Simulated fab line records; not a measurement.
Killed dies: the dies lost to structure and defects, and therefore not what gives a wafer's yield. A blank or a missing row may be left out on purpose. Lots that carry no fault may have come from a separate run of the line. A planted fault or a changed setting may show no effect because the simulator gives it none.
Chamber matching    flow nand-harc    3 sister chambers for NHARC_P_M2_DEP_33 on pecvd-03
The step deposits SiCN, target thk 30 nm. 24 wafers are shown with their chamber, then 12 later ones without.

== WAFERS, EACH WITH ITS CHAMBER ==
wafer   chamber  heater-power-w (W)
L074.2  2        633
L074.3  1        509
L074.4  1        502
L078.2  1        492
L078.4  1        501
L078.5  2        622
L081.4  2        697
L081.5  0        490
L081.6  1        429
L082.1  1        509
L082.4  0        518
L082.5  2        603
L083.1  0        589
L083.2  1        456
L083.6  2        589
L087.1  2        644
L087.2  0        586
L087.3  1        430
L089.1  0        552
L089.2  2        650
L089.3  1        482
L089.4  1        475
L089.5  2        666
L089.6  0        575

SIGNATURES (averages over the wafers above)
reading         chamber 0  chamber 1  chamber 2  scatter within a chamber
heater-power-w  551.67     478.50     638.00     34.4
Rule: for each reading, subtract the chamber's mean from the wafer's reading, divide by that reading's scatter and square the result; add these up over the readings and take the root, which gives the wafer's distance from the chamber. The wafer belongs to the nearest chamber; if the next one is less than 2 further off, it can't be placed. The scatter: take each reading less its chamber's mean, square it, sum over the shown wafers, divide by the number of wafers less the number of chambers, and take the root.

== WAFERS WITHOUT THEIR CHAMBER ==
wafer   heater-power-w (W)
L092.1  568
L092.2  485
L092.4  575
L092.3  598
L092.5  597
L092.6  488
L094.1  476
L094.4  553
L094.5  605
L097.1  543
L097.5  691
L097.6  550

== EACH ONE'S CHAMBER ==
wafer   from the rows above      in truth
L092.1  can't be placed: 0 or 2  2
L092.2  can't be placed: 1 or 0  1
L092.4  can't be placed: 0 or 2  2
L092.3  can't be placed: 2 or 0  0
L092.5  can't be placed: 2 or 0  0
L092.6  can't be placed: 1 or 0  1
L094.1  1                        1
L094.4  0                        0
L094.5  can't be placed: 2 or 0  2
L097.1  can't be placed: 0 or 1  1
L097.5  2                        2
L097.6  0                        0
Placed correctly: 4 of 12. Unplaceable from these rows: 8, with the true chamber sitting among the candidates in 8. Number placed wrongly: 0.
